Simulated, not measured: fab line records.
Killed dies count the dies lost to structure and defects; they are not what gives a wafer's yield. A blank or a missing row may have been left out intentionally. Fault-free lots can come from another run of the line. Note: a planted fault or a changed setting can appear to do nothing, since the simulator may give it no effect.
Matching of chambers + flow nandHarc + NHARC_P_M0_DESCUM_14 on rieDiel-09 has 4 sister chambers
The step chemistry O2, time 3 s. 8 wafers are shown with their chamber, then 12 later ones without.

## WAFERS PAIRED WITH THEIR CHAMBERS
| wafer  | chamber | drypumpMotorCurrentA (A) | showerheadPlenumPTorr (Torr) |
|--------|---------|--------------------------|------------------------------|
| L085.5 | 1       | 6.5                      | 1.88                         |
| L089.3 | 1       | 6.5                      | 1.88                         |
| L089.5 | 0       | 6.4                      | 2.00                         |
| L090.1 | 0       | 6.4                      | 1.99                         |
| L090.6 | 3       | 5.5                      | 1.99                         |
| L091.2 | 2       | 5.1                      | 1.89                         |
| L091.3 | 3       | 5.4                      | 1.99                         |
| L091.5 | 2       | 5.1                      | 1.89                         |

## WAFERS MISSING THEIR CHAMBER
| wafer  | drypumpMotorCurrentA (A) | showerheadPlenumPTorr (Torr) |
|--------|--------------------------|------------------------------|
| L092.4 | 5.4                      | 1.99                         |
| L092.5 | 6.4                      | 1.99                         |
| L092.6 | 6.5                      | 1.88                         |
| L095.1 | 6.4                      | 1.99                         |
| L095.2 | 5.5                      | 1.99                         |
| L095.6 | 5.4                      | 1.99                         |
| L096.2 | 6.3                      | 1.99                         |
| L096.5 | 6.5                      | 1.87                         |
| L096.6 | 6.4                      | 1.99                         |
| L097.1 | 6.4                      | 1.99                         |
| L097.2 | 5.4                      | 1.99                         |
| L097.5 | 6.6                      | 1.87                         |

## CHAMBER TAKEN BY EACH
| wafer  | from the rows above | in truth |
|--------|---------------------|----------|
| L092.4 | 3                   | 3        |
| L092.5 | 0                   | 0        |
| L092.6 | 1                   | 1        |
| L095.1 | 0                   | 0        |
| L095.2 | 3                   | 3        |
| L095.6 | 3                   | 3        |
| L096.2 | 0                   | 0        |
| L096.5 | 1                   | 1        |
| L096.6 | 0                   | 0        |
| L097.1 | 0                   | 0        |
| L097.2 | 3                   | 3        |
| L097.5 | 1                   | 1        |
Correctly placed: 12 of 12. From these rows, 0 cannot be placed. 0 placed wrongly.
How it was worked out, from the rows above alone: a wafer's distance from a chamber is the root of the sum, over the readings, of the square of ((its reading less the chamber's mean) divided by the reading's scatter). If the next closest chamber is less than 2 further off than the closest, the wafer can't be placed; otherwise it belongs to the closest. A chamber's mean is the mean of its shown wafers. The scatter: take each reading less its chamber's mean, square it, sum over the shown wafers, divide by the number of wafers less the number of chambers, and take the root.
